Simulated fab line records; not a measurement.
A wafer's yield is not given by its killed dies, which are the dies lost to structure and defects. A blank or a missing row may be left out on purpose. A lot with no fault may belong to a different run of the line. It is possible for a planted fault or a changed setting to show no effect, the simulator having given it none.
Which tool is to blame?    flow n5_finfet    12 lots, 36 wafers sampled, at 3 steps of a route of 1938

WHAT THE GAUGES SHOWED, per wafer
N5_BEOL_M10_OVL_MEAS_29.
lot   measured      on          V9_OVL (nm)
L074  day 9 18:32   overlay-01  -0.1 0.1 0.1
L077  day 10 19:11  overlay-01  -0.2 0.0 0.9
L080  day 11 08:00  overlay-01  -0.2 -0.7 0.2
L082  day 11 12:52  overlay-02  -0.9 -0.8 -0.1
L083  day 12 07:00  overlay-02  -0.2 -0.1 -0.8
L086  day 12 14:39  overlay-01  0.2 0.4 -0.1
L087  day 13 03:08  overlay-01  -0.4 -0.4 -1.0
L088  day 13 18:04  overlay-01  0.8 0.5 0.0
L091  day 14 11:53  overlay-02  -1.2 -0.2 -0.1
L093  day 14 16:55  overlay-02  -0.2 0.1 -0.1
L095  day 15 04:50  overlay-02  0.0 0.3 0.0
L097  day 15 12:17  overlay-02  -0.4 1.0 0.0

WHICH TOOL RAN EACH LOT (tool, then ch and the chambers of the sampled wafers, then the start)
lot   N5_BEOL_M8_VIA_ETCH_34              N5_BEOL_M9_CURE_72
L074  rie_diel-05 ch 0,1,2, day 9 03:23   uv_cure-02 ch 0, day 9 12:49
L077  rie_diel-06 ch 0,1,2, day 10 01:45  uv_cure-01 ch 0, day 10 09:57
L080  rie_diel-05 ch 0,2,3, day 10 16:14  uv_cure-02 ch 2, day 10 23:47
L082  rie_diel-02 ch 0,1,3, day 10 23:19  uv_cure-03 ch 2, day 11 05:55
L083  rie_diel-06 ch 0,1, day 11 16:08    uv_cure-03 ch 1, day 11 23:29
L086  rie_diel-05 ch 1,2, day 11 23:14    uv_cure-01 ch 2, day 12 08:23
L087  rie_diel-02 ch 0,2, day 12 13:56    uv_cure-02 ch 1, day 12 20:53
L088  rie_diel-06 ch 1,2,3, day 13 03:30  uv_cure-02 ch 1, day 13 11:38
L091  rie_diel-06 ch 0,3, day 13 18:50    uv_cure-01 ch 1, day 14 02:28
L093  rie_diel-06 ch 2,3, day 14 02:09    uv_cure-02 ch 2, day 14 12:59
L095  rie_diel-02 ch 2,3, day 14 12:42    uv_cure-02 ch 0, day 14 21:13
L097  rie_diel-06 ch 2,3, day 14 23:03    uv_cure-02 ch 2, day 15 06:21
- N5_BEOL_M8_VIA_ETCH_34: etches SiCOH lowk in C4F6/O2, target depth 125.5 nm, time 50.5 s.
- N5_BEOL_M9_CURE_72: cures SiCOH lowk, time 120 s.

THE ANSWER, worked out from the rows above alone
Rule: what is usual is taken from the lots themselves. Put in order of their means at a reading, lots are off if they are a third of the lots or fewer, leave a main group of 4 or more, and stand apart from it by a gap of 3 or more times the standard deviation of the main group's means; of several such gaps the widest counts. Not used: any main group whose means are identical at the precision the tables above print for the reading. A lot without any number at a reading at which 4 lots or more have one is off too. Where the step has rows for the other lots, those lots are counted as sound.
No lot is off on any of the readings shown, so nothing can be concluded from this.

WHAT THE SIMULATOR HAD INSERTED
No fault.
